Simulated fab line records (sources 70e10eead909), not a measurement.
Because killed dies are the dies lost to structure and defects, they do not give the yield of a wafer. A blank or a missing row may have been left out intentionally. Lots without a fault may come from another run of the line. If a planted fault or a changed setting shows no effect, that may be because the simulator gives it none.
Matching of chambers ; flow nandHarc ; rieSi-06 running NHARC_A_DECK1_JOINT_ETCHBACK_00: 4 sister chambers
The step etches the open film in HBr, target depth 30 nm, time 17.4 s. 8 wafers are shown with their chamber, then 7 later ones without.

WAFERS PAIRED WITH THEIR CHAMBERS
wafer;chamber;oesProductAu (a.u.);rfFwdPowerW (W)
L081.5;1;1.018;339.4
L086.3;1;1.019;342.9
L088.6;3;0.993;346.3
L090.3;0;1.001;345.8
L090.5;3;0.997;345.0
L090.6;2;1.003;341.5
L092.1;0;0.975;346.1
L092.3;2;0.998;341.2

WAFERS WHOSE CHAMBER IS MISSING
wafer;oesProductAu (a.u.);rfFwdPowerW (W)
L092.4;0.993;343.2
L093.1;1.021;340.2
L093.2;1.011;342.3
L093.6;1.013;345.2
L095.1;1.017;342.5
L095.2;1.018;347.9
L095.5;1.015;343.1

WHICH CHAMBER EACH ONE RAN IN
wafer;from the rows above;in truth
L092.4;can't be placed: 2 or 3 or 0 or 1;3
L093.1;can't be placed: 1 or 2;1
L093.2;can't be placed: 1 or 2 or 3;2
L093.6;can't be placed: 3 or 0 or 1 or 2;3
L095.1;can't be placed: 1 or 2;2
L095.2;can't be placed: 3 or 0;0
L095.5;can't be placed: 1 or 2 or 3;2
Placed correctly: 0 of 7. Unplaceable from these rows: 7, with the true chamber sitting among the candidates in 7. 0 placed wrongly.
How it was worked out, from the rows above alone: a wafer's distance from a chamber is the root of the sum, over the readings, of the square of ((its reading less the chamber's mean) divided by the reading's scatter). If the next closest chamber is less than 2 further off than the closest, the wafer can't be placed; otherwise it belongs to the closest. For every chamber, the mean is computed from those of its wafers that are shown. How the scatter is found: for the shown wafers, subtract from each reading the mean of its chamber, square and add these, divide the total by (wafers less chambers), then take the root.
